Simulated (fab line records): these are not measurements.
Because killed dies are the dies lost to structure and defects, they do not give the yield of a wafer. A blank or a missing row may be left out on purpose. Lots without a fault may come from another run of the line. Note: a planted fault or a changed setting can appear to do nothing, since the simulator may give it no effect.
Struck lot and sound lot, side by side ; flow nand harc ; 14 steps out of a route of 1159
Sound: these wafers, L744.2, L744.5, L744.6. Struck: wafer L740.1 (left out: L740.2, a lot-mate that was not struck); the cause follows at the end.
For every step that has rows: the tool of each side, followed by ch and its chambers, followed by its first start. Under that, the readings that differ: sound wafers ; struck wafers ; difference of the means ; sigmas: that difference in standard deviations of wafers without a fault.
alike: readings whose means differ by less than 2 such deviations, and words and numbers that are the same on both sides. not compared: withheld readings, readings that some wafer has no value for, bounds like >300 that may hide the same value, and numbers for which the record gives no deviation and whose values overlap.
The two part at a step that has a row with sigmas, a row that says differs or no value, or rows on one side only. Numbers that have no deviation but don't overlap get no sigmas and don't part them. Lack of a reading on every wafer of one side parts them only where that side has two or more wafers.

first, 1 step without rows for these wafers: NHARC_A_WL_FILL_CVD_03 (deposits W, target thk 40 nm, time 3302 s).
NHARC_A_WL_FILL_ETCHBACK_04: etches the open film in NF3, target depth 60 nm, time 120 s.
  sound on rie metal-01 ch 1, day 19 22:50; struck on rie metal-02 ch 0, day 18 16:31
reading;sound;struck;difference;sigmas
rf hours counter h (h);- - -;0.8;no value on the sound wafers;
run length s (s);141.6 141.9 141.6;140.1;-1.6;-3
  alike: drypump motor current A, oes product au
NHARC_A_WL_FILL_ETCHBACK_05: etches the open film in Cl2/BCl3, target depth 22 nm, time 60 s.
  sound on rie metal-01 ch 1, day 19 23:13; struck on rie metal-02 ch 1, day 18 16:46
reading;sound;struck;difference;sigmas
oes product au (a.u.);0.991 0.976 0.986;1.008;+0.024;+3
rf hours counter h (h);- - -;0.9;no value on the sound wafers;
  alike: drypump motor current A, run length s, temp c
then, 5 steps without rows for these wafers: NHARC_A_WL_FILL_STRIP_27 (strips in N2/H2, time 20 s); NHARC_A_WL_FILL_STRIP_28 (strips in post etch residue remover, time 1200 s); NHARC_A_WL_FILL_PRECLEAN_06 (cleans in DIW, time 300 s); NHARC_A_WL_FILL_SRD_07; NHARC_A_WL_FILL_ANNEAL_08 (time 1800 s).
NHARC_A_WL_FILL_ALD_10: deposits SiO2, target thk 50 nm, pulse time 10 s, ald cycles 500.
  sound on ald hk-01 ch 1,2, day 20 04:52; struck on ald hk-02 ch 0, day 19 01:09
  alike: heater power w, precursor pulse height rel
NHARC_A_WL_FILL_ETCHBACK_16: etches the open film in C4F8/O2/Ar, target depth 88 nm, time 17.6 s.
  sound: rie diel-13 ch 1,2,3; struck: rie diel-13 ch 2
reading;sound;struck;difference;sigmas
oes product au (a.u.);1.00 1.01 1.00;0.93;-0.07;-2
  alike: rf fwd power W, rf vpp V, run length s
  not compared: rf hours counter h
NHARC_A_WL_FILL_STRIP_29: strips in O2, time 20 s.
  sound on rie diel-13 ch 1,2, day 20 09:38; struck on rie diel-13 ch 1, day 19 04:20
  alike: drypump motor current A, oes product au, rf vpp V, showerhead plenum p Torr, throttle valve pct
  not compared: rf hours counter h
NHARC_A_WL_FILL_ETCHBACK_17: etches the open film in Cl2/BCl3, target depth 4 nm, time 26.7 s.
  sound on rie metal-03 ch 0,1, day 20 09:43; struck on rie metal-01 ch 0, day 19 04:25
reading;sound;struck;difference;sigmas
run length s (s);48.3 47.6 47.9;39.8;-8.1;-14
  alike: drypump motor current A, oes product au
  not compared: rf hours counter h
then, 2 steps without rows for these wafers: NHARC_A_WL_FILL_PRECLEAN_18 (cleans in dHF, time 30 s); NHARC_END_SORT_01.

## WHERE THEY PART
First at NHARC_A_WL_FILL_ETCHBACK_04; last, within this record, at NHARC_A_WL_FILL_ETCHBACK_17.

WHY: whatever the simulator had introduced
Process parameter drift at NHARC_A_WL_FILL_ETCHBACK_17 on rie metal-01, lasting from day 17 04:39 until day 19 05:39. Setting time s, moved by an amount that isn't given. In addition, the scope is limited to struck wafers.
